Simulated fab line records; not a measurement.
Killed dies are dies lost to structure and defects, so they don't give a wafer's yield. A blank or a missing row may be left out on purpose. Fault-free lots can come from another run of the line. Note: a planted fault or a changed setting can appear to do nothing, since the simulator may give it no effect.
What tool caused it? | flow n5_finfet | 10 lots with 30 wafers sampled at 4 steps, on a route of 1938 steps

## WHAT THE GAUGES READ, wafer by wafer
N5_BEOL_M4_RC_MEAS_101. Usual: DIBL_N 37.2 mV/V, standard deviation 2.5; DIBL_P 38 mV/V, standard deviation 3; IOFF_N 0.17 nA/um, standard deviation 0.044; IOFF_P 0.24 nA/um, standard deviation 0.059; ION_N 667 uA/um, standard deviation 13; ION_P 461 uA/um, standard deviation 7.9; SS_N 71.8 mV/dec, standard deviation 0.86; SS_P 73.6 mV/dec, standard deviation 0.92; VT_N 250 mV, standard deviation 4.1; VT_P -249 mV, standard deviation 3.9.
lot  | measured     | on        | DIBL_N (mV/V)  | DIBL_P (mV/V) | IOFF_N (nA/um) | IOFF_P (nA/um) | ION_N (uA/um) | ION_P (uA/um) | SS_N (mV/dec)  | SS_P (mV/dec)  | VT_N (mV)   | VT_P (mV)      | flag
L992 | day 8 07:10  | prober-01 | 39.1 36.4 34.9 | 38 37 35      | 0.18 0.15 0.12 | 0.21 0.22 0.18 | 668 665 660   | 455 457 452   | 71.8 71.4 71.3 | 73.7 73.9 73.1 | 252 250 252 | -252 -252 -254 |
L994 | day 9 11:11  | prober-01 | 36.7 39.3 37.2 | 39 41 39      | 0.18 0.23 0.17 | 0.24 0.29 0.25 | 673 680 668   | 467 466 456   | 71.5 72.2 72.2 | 73.7 74.8 74.6 | 248 244 247 | -250 -248 -250 |
L999 | day 9 15:33  | prober-02 | 37.6 36.2 38.3 | 37 36 38      | 0.18 0.15 0.20 | 0.23 0.22 0.26 | 676 660 675   | 461 458 473   | 71.5 71.5 71.7 | 73.5 73.6 73.7 | 248 253 246 | -251 -250 -249 |
L101 | day 10 06:31 | prober-02 | 38.5 37.0 39.3 | 41 38 41      | 0.19 0.17 0.20 | 0.27 0.23 0.28 | 672 666 677   | 464 463 466   | 72.4 71.6 72.4 | 74.5 73.1 74.2 | 252 249 250 | -248 -248 -246 |
L102 | day 10 17:22 | prober-01 | 38.9 35.6 34.8 | 40 37 35      | 0.23 0.16 0.14 | 0.27 0.22 0.18 | 681 665 657   | 462 454 449   | 73.0 72.6 71.6 | 74.5 73.7 72.8 | 246 251 254 | -250 -251 -253 |
L104 | day 11 13:14 | prober-01 | 43.1 33.8 40.1 | 43 32 40      | 0.26 0.10 0.21 | 0.44 0.21 0.39 | 691 654 676   | 484 476 478   | 73.7 71.2 72.3 | 75.0 71.1 74.7 | 245 260 246 | -238 -247 -237 |
L109 | day 12 07:59 | prober-02 | 36.0 38.4 37.2 | 34 38 37      | 0.14 0.18 0.15 | 0.21 0.24 0.22 | 646 669 658   | 446 458 456   | 71.9 72.1 72.5 | 72.9 73.4 73.3 | 254 249 254 | -249 -248 -251 |
L112 | day 13 02:53 | prober-01 | 37.1 35.6 39.0 | 36 36 39      | 0.14 0.14 0.18 | 0.22 0.22 0.28 | 651 666 665   | 452 464 464   | 71.5 71.0 72.2 | 73.0 73.4 74.2 | 254 250 249 | -248 -249 -247 |
L115 | day 14 02:14 | prober-02 | 32.1 32.5 34.2 | 33 32 36      | 0.11 0.11 0.14 | 0.15 0.15 0.19 | 655 664 672   | 449 453 465   | 70.3 70.4 70.5 | 71.7 72.1 72.6 | 254 255 252 | -254 -256 -251 |
L114 | day 14 03:52 | prober-01 | 39.9 39.3 35.9 | 38 38 33      | 0.18 0.16 0.12 | 0.24 0.25 0.19 | 658 663 657   | 458 462 451   | 72.5 72.0 71.3 | 72.9 73.2 71.8 | 251 253 257 | -249 -246 -251 |

N5_PASSIVATION_OVL_MEAS_60. Usual: TV_OVL gives -2 nm (standard deviation 5.7).
lot  | measured     | on         | TV_OVL (nm) | flag
L992 | day 12 11:57 | overlay-01 | -6 -9 -4    |
L994 | day 13 14:23 | overlay-01 | 2 -7 -3     |
L999 | day 14 02:44 | overlay-02 | -2 1 -1     |
L101 | day 14 17:16 | overlay-02 | -5 0 7      |
L102 | day 14 17:20 | overlay-01 | -2 0 -1     |
L104 | day 15 09:08 | overlay-01 | 0 -1 -7     |
L109 | day 16 11:47 | overlay-02 | -3 -3 -3    |
L112 | day 17 05:28 | overlay-02 | -2 2 1      |
L115 | day 18 06:16 | overlay-01 | -6 -9 -10   |
L114 | day 18 16:15 | overlay-01 | 0 6 -1      |

## EACH LOT AND THE TOOL THAT RAN IT (in order: tool; ch and the chambers of the sampled wafers; start)
lot  | N5_MIM_TOP_ALD_00                | N5_MIM_TOP_ALD_01
L992 | ald_hk-01 ch 2,3, day 12 07:55   | ald_hk-01 ch 2,3, day 12 11:57 or earlier
L994 | ald_hk-03 ch 0,1,2, day 13 09:07 | ald_hk-03 ch 0,1,2, day 13 14:23 or earlier
L999 | ald_hk-03 ch 0,1,3, day 13 20:59 | ald_hk-03 ch 0,1,3, day 14 02:44 or earlier
L101 | ald_hk-01 ch 0,3, day 14 09:32   | ald_hk-01 ch 0,3, day 14 17:16 or earlier
L102 | ald_hk-01 ch 0,2,3, day 14 13:49 | ald_hk-01 ch 0,2,3, day 14 17:20 or earlier
L104 | ald_hk-03 ch 1,2,3, day 15 02:02 | ald_hk-03 ch 1,2,3, day 15 09:08 or earlier
L109 | ald_hk-01 ch 0,1, day 16 07:22   | ald_hk-01 ch 0,1, day 16 11:47 or earlier
L112 | ald_hk-03 ch 0,2,3, day 16 23:29 | ald_hk-03 ch 0,2,3, day 17 05:28 or earlier
L115 | ald_hk-02 ch 0,1, day 18 02:29   | ald_hk-02 ch 0,1, day 18 06:16 or earlier
L114 | ald_hk-03 ch 1,2,3, day 18 12:00 | ald_hk-03 ch 1,2,3, day 18 16:15 or earlier
- N5_MIM_TOP_ALD_00: deposits Al2O3, purge time 3 s, co reactant pulse time 3 s.
- N5_MIM_TOP_ALD_01: deposits HfO2, target thk 5.6 nm, pulse time 1 s, purge time 3 s.

## WHAT THE TOOLS THEMSELVES READ (means of the sampled wafers that have a number; where no wafer has one, the mark that the record gives instead)
N5_MIM_TOP_ALD_00. Usual: precursor_pulse_height_rel 1.001, standard deviation 0.019.
lot  | tool      | precursor_pulse_height_rel | flag
L992 | ald_hk-01 | 1.001                      |
L994 | ald_hk-03 | 0.999                      |
L999 | ald_hk-03 | 0.996                      |
L101 | ald_hk-01 | 1.019                      |
L102 | ald_hk-01 | 0.992                      |
L104 | ald_hk-03 | 1.007                      |
L109 | ald_hk-01 | 1.011                      |
L112 | ald_hk-03 | 0.986                      |
L115 | ald_hk-02 | 0.991                      |
L114 | ald_hk-03 | 1.021                      |

N5_MIM_TOP_ALD_01. Usual: precursor_pulse_height_rel 0.999, standard deviation 0.02.
lot  | tool      | precursor_pulse_height_rel | flag
L992 | ald_hk-01 | 1.000                      |
L994 | ald_hk-03 | 0.985                      |
L999 | ald_hk-03 | 1.017                      |
L101 | ald_hk-01 | 0.996                      |
L102 | ald_hk-01 | 1.004                      |
L104 | ald_hk-03 | 1.005                      |
L109 | ald_hk-01 | 0.997                      |
L112 | ald_hk-03 | 0.984                      |
L115 | ald_hk-02 | 0.996                      |
L114 | ald_hk-03 | 1.014                      |

## THE ANSWER, worked out from the rows above alone
Rule: lot off if the mean of its wafers having a number is beyond 3 standard deviations from the usual mean. A lot without any number at a reading at which 4 lots or more have one is off too. Any other lot the step has rows for is counted as sound. First the gauges in route order, then the tools' own readings, where a lot's mean is used as printed above. At the first step where some lot is off, the reading lying furthest off is the one used; lots without a number count as furthest.
Nothing can be told from this: no lot is off at any reading shown.

## WHAT THE SIMULATOR PUT IN
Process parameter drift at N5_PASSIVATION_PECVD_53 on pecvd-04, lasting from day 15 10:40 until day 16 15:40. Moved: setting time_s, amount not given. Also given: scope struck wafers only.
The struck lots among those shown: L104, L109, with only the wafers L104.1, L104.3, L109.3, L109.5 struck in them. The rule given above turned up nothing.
